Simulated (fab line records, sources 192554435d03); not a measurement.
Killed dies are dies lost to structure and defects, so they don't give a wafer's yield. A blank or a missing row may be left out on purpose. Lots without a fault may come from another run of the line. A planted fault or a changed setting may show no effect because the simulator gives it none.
Split-lot experiment | flow n5_finfet | 7 lots, 39 wafers read, on a route of 1938 steps

THE SPLIT
At N5_HKMG_FIN_NWFM_ALD_20 (deposits TiAlC, target thk 2 nm, pulse time 3 s, purge time 2 s), the setting ald_cycles was moved away from the recipe's 7 on 15 of the 39 wafers read, by -57.1% to +57.1%. The other wafers ran this setting at the recipe's value.

The reading is taken at the split's own step.

THE READING
TiAlC_of_HKMG_FIN_NWFM_ALD_20.thk_nm (the simulator's own value, which no gauge read), in nm, at N5_HKMG_FIN_NWFM_ALD_20 (deposits TiAlC, target thk 2 nm, pulse time 3 s, purge time 2 s). The file gives no usual value for it.

wafer  | tool, chamber at the split | ald_cycles as run | against the recipe | TiAlC_of_HKMG_FIN_NWFM_ALD_20.thk_nm, nm | against lot-mates on the recipe
L076.1 | ald_metal-03, 0,2,1        | 7                 | recipe             | 2                                        | -
L076.2 | ald_metal-03, 0,2,1        | 7                 | recipe             | 2                                        | -
L076.4 | ald_metal-03, 0,2,1        | 7                 | recipe             | 2                                        | -
L077.1 | ald_metal-04, 1,0,0        | 7                 | recipe             | 2                                        | -
L077.4 | ald_metal-04, 1,0,0        | 7                 | recipe             | 2                                        | -
L077.6 | ald_metal-04, 1,0,0        | 7                 | recipe             | 2                                        | -
L077.2 | ald_metal-04, 3,2,1        | 10                | +42.9%             | 2.8                                      | +0.8
L077.3 | ald_metal-04, 3,2,1        | 10                | +42.9%             | 2.8                                      | +0.8
L077.5 | ald_metal-04, 3,2,1        | 10                | +42.9%             | 2.8                                      | +0.8
L080.1 | ald_metal-03, 2,1,3        | 7                 | recipe             | 2                                        | -
L080.2 | ald_metal-03, 2,1,3        | 7                 | recipe             | 2                                        | -
L080.3 | ald_metal-03, 2,1,3        | 7                 | recipe             | 2                                        | -
L080.4 | ald_metal-03, 0,0,1        | 4                 | -42.9%             | 1.2                                      | -0.8
L080.5 | ald_metal-03, 0,0,1        | 4                 | -42.9%             | 1.2                                      | -0.8
L080.6 | ald_metal-03, 0,0,1        | 4                 | -42.9%             | 1.2                                      | -0.8
L082.1 | ald_metal-01, 1,3,0        | 4                 | -42.9%             | 1.2                                      | -0.8
L082.3 | ald_metal-01, 1,3,0        | 4                 | -42.9%             | 1.2                                      | -0.8
L082.4 | ald_metal-01, 1,3,0        | 4                 | -42.9%             | 1.2                                      | -0.8
L082.2 | ald_metal-01, 2,1,2        | 7                 | recipe             | 2                                        | -
L082.5 | ald_metal-01, 2,1,2        | 7                 | recipe             | 2                                        | -
L082.6 | ald_metal-01, 2,1,2        | 7                 | recipe             | 2                                        | -
L084.1 | ald_metal-01, 2,3,2        | 7                 | recipe             | 2                                        | -
L084.2 | ald_metal-01, 2,3,2        | 7                 | recipe             | 2                                        | -
L084.5 | ald_metal-01, 2,3,2        | 7                 | recipe             | 2                                        | -
L084.3 | ald_metal-01, 0,1,1        | 11                | +57.1%             | 3.2                                      | +1.2
L084.4 | ald_metal-01, 0,1,1        | 11                | +57.1%             | 3.2                                      | +1.2
L084.6 | ald_metal-01, 0,1,1        | 11                | +57.1%             | 3.2                                      | +1.2
L093.1 | ald_metal-04, 3,1,2        | 7                 | recipe             | 2                                        | -
L093.3 | ald_metal-04, 3,1,2        | 7                 | recipe             | 2                                        | -
L093.4 | ald_metal-04, 3,1,2        | 7                 | recipe             | 2                                        | -
L093.2 | ald_metal-04, 0,1,0        | 3                 | -57.1%             | 0.8                                      | -1.2
L093.5 | ald_metal-04, 0,1,0        | 3                 | -57.1%             | 0.8                                      | -1.2
L093.6 | ald_metal-04, 0,1,0        | 3                 | -57.1%             | 0.8                                      | -1.2
L095.1 | ald_metal-04, 2,1,0,3,0,1  | 7                 | recipe             | 2                                        | -
L095.2 | ald_metal-04, 2,1,0,3,0,1  | 7                 | recipe             | 2                                        | -
L095.3 | ald_metal-04, 2,1,0,3,0,1  | 7                 | recipe             | 2                                        | -
L095.4 | ald_metal-04, 2,1,0,3,0,1  | 7                 | recipe             | 2                                        | -
L095.5 | ald_metal-04, 2,1,0,3,0,1  | 7                 | recipe             | 2                                        | -
L095.6 | ald_metal-04, 2,1,0,3,0,1  | 7                 | recipe             | 2                                        | -
Where a row lists several chambers, the file gives one row for several wafers and doesn't say which wafer went through which chamber.

THE FIT
A straight line over all 39 wafers: TiAlC_of_HKMG_FIN_NWFM_ALD_20.thk_nm changes by +0.0199 nm for each +1% of ald_cycles; r = +1.00; the points scatter about the line by 0.036 nm.
The same after taking each lot's own level away (the mean of its wafers on the recipe; 39 wafers): +0.0199 nm for each +1%; r = +1.00; scatter 0.036 nm.
On that fit, the largest move of ald_cycles shifts the reading by 1.1 nm.
The lots' own levels span 2.00 to 2.00 nm.
So the lot-to-lot level changes the slope little: the two slopes agree.
Check: with one of the wafers moved furthest among these (+57.1%) left out of the fit, the line predicts +1.14 nm for it against its lot-mates. It came out at +1.2 nm against them.

OTHER SPLITS ON THESE WAFERS
These wafers also went through other splits before the reading. Each is held against what the fit with the lots' levels taken away leaves over:
other split on the same wafers          | wafers away from the commonest value | r with TiAlC_of_HKMG_FIN_NWFM_ALD_20.thk_nm (lot level and that fit taken away)
N5_ZERO_LAYER_DEVELOP_10 develop_time_s | 15                                   | -0.28
N5_FIN_SAQP_ETCH_65 time_s              | 18                                   | +0.02

THE FILE'S OWN FIT
TiAlC_of_HKMG_FIN_NWFM_ALD_20.thk_nm changes by +0.0199 nm for each +1% of ald_cycles, r = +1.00.
